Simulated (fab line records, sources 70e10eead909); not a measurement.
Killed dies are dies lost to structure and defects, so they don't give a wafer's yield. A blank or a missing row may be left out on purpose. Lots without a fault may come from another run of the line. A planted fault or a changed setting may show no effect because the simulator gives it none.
A struck lot beside a sound one | flow nand_harc | 33 steps out of a route of 1302
Sound: wafers L888.1, L888.2, L888.6. Struck: wafers L895.2, L895.5. (L895.6 of the same lot was not struck and is left out.) The cause comes at the end.
At each step with rows: each side's tool, then ch and its chambers, then its first start. Under that, the readings that differ: sound wafers | struck wafers | difference of the means | sigmas: that difference in standard deviations of wafers without a fault.
alike: readings whose means differ by less than 2 such deviations, and words and numbers that are the same on both sides. not compared: withheld readings, readings that some wafer has no value for, bounds like >300 that may hide the same value, and numbers for which the record gives no deviation and whose values overlap.
The two part at a step that has a row with sigmas, a row that says differs or no value, or rows on one side only. Numbers that don't overlap but have no deviation are shown without sigmas and don't part them. A reading that every wafer of one side lacks parts them only if that side has two wafers or more.

first, 8 steps without rows for these wafers: NHARC_A_BLC_DESCUM_15 (chemistry O2, time 3 s); NHARC_A_BLC_ETCH_16 (etches the open film in CF4, target depth 39 nm, time 65 s); NHARC_A_BLC_ETCH_17 (etches the open film in N2/H2, target depth 390 nm, time 609.38 s); NHARC_A_BLC_ETCH_18 (etches the open film in C4F8/O2/Ar, target depth 910 nm); NHARC_A_BLC_STRIP_29 (strips in CF4); NHARC_A_BLC_STRIP_21 (strips in O2); NHARC_A_BLC_STRIP_22 (strips in post etch residue remover, time 600 s); NHARC_A_BLC_DEGAS_30 (time 60 s).
NHARC_A_BLC_PRE_CLEAN_31: time 15 s.
  sound on pvd_sputter-03, day 25 07:10; struck on pvd_sputter-03, day 28 23:11
then, 23 steps without rows for these wafers: NHARC_A_BLC_PVD_32 (deposits Ti, target thk 5 nm, time 17.7 s); NHARC_A_BLC_ALD_23 (deposits TiN, target thk 3 nm, pulse time 1 s, ald cycles 150); NHARC_A_BLC_CVD_24 (deposits W, target thk 150 nm, time 434 s); NHARC_A_BLC_CMP_25 (polishes, t overpolish 30 s, target thk 150 nm); NHARC_A_BLC_SRD_27; NHARC_A_M0_DEP_00 (deposits SiOC, target thk 150 nm); NHARC_A_M0_DEHYDRATE_01 (time 120 s); NHARC_A_M0_HMDS_02 (time 30 s); NHARC_A_M0_COAT_33 (time 65 s); NHARC_A_M0_COAT_03 (resist thk 90 nm); NHARC_A_M0_SOFTBAKE_04 (time 55 s); NHARC_A_M0_EBR_05; NHARC_A_M0_EXPOSE_06 (exposes mask A M0, target cd 80 nm); NHARC_A_M0_PEB_07 (peb time 65 s); NHARC_A_M0_DEVELOP_08 (develop time 35 s); NHARC_A_M0_DESCUM_14 (chemistry O2, time 3 s); NHARC_A_M0_ETCH_34 (etches the open film in N2/H2, target depth 40 nm, overetch 12 nm, time 43.94 s); NHARC_A_M0_ETCH_15 (etches the open film in C4F8/Ar, target depth 150 nm, overetch 15 nm, time 82.5 s); NHARC_A_M0_STRIP_18 (strips in N2/H2); NHARC_A_M0_STRIP_19 (strips in post etch residue remover, time 600 s); NHARC_A_M0_DEGAS_28 (time 60 s); NHARC_A_M0_PRE_CLEAN_29 (time 30 s); NHARC_A_M0_PVD_20 (deposits TaN, target thk 5 nm, time 8.06 s).
NHARC_END_SORT_01:
  the record has rows for the struck wafers here (prober-02 ch 0, day 30 15:44) and none for the sound ones

WHERE THEY PART
Only at NHARC_END_SORT_01, within this record.

WHY: what the simulator had put in
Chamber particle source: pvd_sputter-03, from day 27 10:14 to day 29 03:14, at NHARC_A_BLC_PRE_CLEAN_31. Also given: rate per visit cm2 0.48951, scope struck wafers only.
